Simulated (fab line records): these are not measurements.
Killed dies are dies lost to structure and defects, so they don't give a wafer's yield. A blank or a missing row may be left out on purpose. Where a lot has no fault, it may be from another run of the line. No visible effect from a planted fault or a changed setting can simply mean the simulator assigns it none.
Lot-split experiment    flow n5 finfet    7 lots, 21 wafers read, on a route of 1938 steps

## THE SPLIT
At N5_HKMG_FIN_ETCH_54 (etches SiARC in CF4, target depth 45.5 nm, time 75.8 s), the setting source w was moved away from the recipe's 545 W on 10 of the 21 wafers read, by -16.3% to +6.7%. All remaining wafers had this setting at the recipe value.

Reading taken at the split's own step.

## THE READING
rf vpp V, in V, at N5_HKMG_FIN_ETCH_54 (etches SiARC in CF4, target depth 45.5 nm, time 75.8 s). Typical for fault-free wafers on this fab line: 184.2 V, with standard deviation 1 V.

wafer   tool, chamber at the split  source w as run, W  against the recipe  rf vpp V, V  against lot-mates on the recipe
L076.1  rie diel-01, 1              545                 recipe              184.3        -
L076.2  rie diel-01, 3              545                 recipe              185.4        -
L076.6  rie diel-01, 3              545                 recipe              184.7        -
L078.1  rie diel-01, 3              505.2               -7.3%               190.5        +5.9
L078.4  rie diel-01, 3              545                 recipe              184.6        -
L078.5  rie diel-01, 0              505.2               -7.3%               188.2        +3.6
L081.3  rie diel-01, 1              475.6               -12.7%              194.8        +11.4
L081.4  rie diel-01, 2              545                 recipe              183.4        -
L081.6  rie diel-01, 3              475.6               -12.7%              193.6        +10.2
L084.1  rie diel-02, 2              486.9               -10.7%              192.8        +8.2
L084.4  rie diel-02, 0              545                 recipe              184.6        -
L084.6  rie diel-02, 0              486.9               -10.7%              191.2        +6.6
L085.2  rie diel-02, 1              455.9               -16.3%              196.2        +10.4
L085.5  rie diel-02, 1              545                 recipe              185.8        -
L085.6  rie diel-02, 2              455.9               -16.3%              198.6        +12.8
L088.1  rie diel-01, 2              545                 recipe              183.5        -
L088.5  rie diel-01, 2              545                 recipe              183.2        -
L088.6  rie diel-01, 1              483                 -11.4%              190.6        +7.2
L090.1  rie diel-01, 0              581.3               +6.7%               181.2        -2.9
L090.2  rie diel-01, 3              545                 recipe              184.3        -
L090.5  rie diel-01, 1              545                 recipe              183.9        -

FIT RESULTS
A straight line over all 21 wafers: rf vpp V changes by -0.729 V for each +1% of source w; r = -0.98; the points scatter about the line by 1.1 V.
The same after taking each lot's own level away (the mean of its wafers on the recipe; 21 wafers): -0.707 V for each +1%; r = -0.98; scatter 0.98 V.
The reading moves by 12 V for the largest change in source w, on that fit.
Across the lots, their own levels run from 183.35 to 185.80 V, a range of 2.5 times the standard deviation given above.
The two slopes agree, so the slope changes little with the lot-to-lot level.
Check: for one of the wafers moved furthest among these (-16.3%), held out of the fit, the line's prediction against its lot-mates is +12.1 V. It came out at +10.4 V against them.
Tool readings at the split's step, against how far the setting was moved: etch rf on time s r = -0.98; rf vpp V r = -0.98.

## FURTHER SPLITS ON THESE WAFERS
Note: prior to the reading, these wafers also went through further splits. Each is held against what the fit with the lots' levels taken away leaves over:
other split on the same wafers  wafers away from the commonest value  r with rf vpp V (lot level and that fit taken away)
N5_FIN_SAQP_PECVD_48 time s     12                                    +0.42
N5_FIN_SAQP_COAT_10 spin rpm    7                                     +0.26
N5_SD_EPI_N_EPI_21 time s       10                                    -0.01
N5_SDB_COAT_04 spin rpm         10                                    +0.30
N5_HKMG_FIN_DESCUM_53 time s    7                                     -0.06

## THE WHOLE CHAIN: every reading that the file lists as answering this split, in the file's order
step                 what it does                                            reading            change (the file's fit)               r (the file's)
N5_HKMG_FIN_ETCH_54  etches SiARC in CF4, target depth 45.5 nm, time 75.8 s  etch rf on time s  withheld for each +1% of the setting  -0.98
N5_HKMG_FIN_ETCH_54  etches SiARC in CF4, target depth 45.5 nm, time 75.8 s  rf vpp V           -0.705 V for each +1% of the setting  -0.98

## FILE'S OWN FIT
rf vpp V changes by -0.705 V for each +1% of source w, r = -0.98.
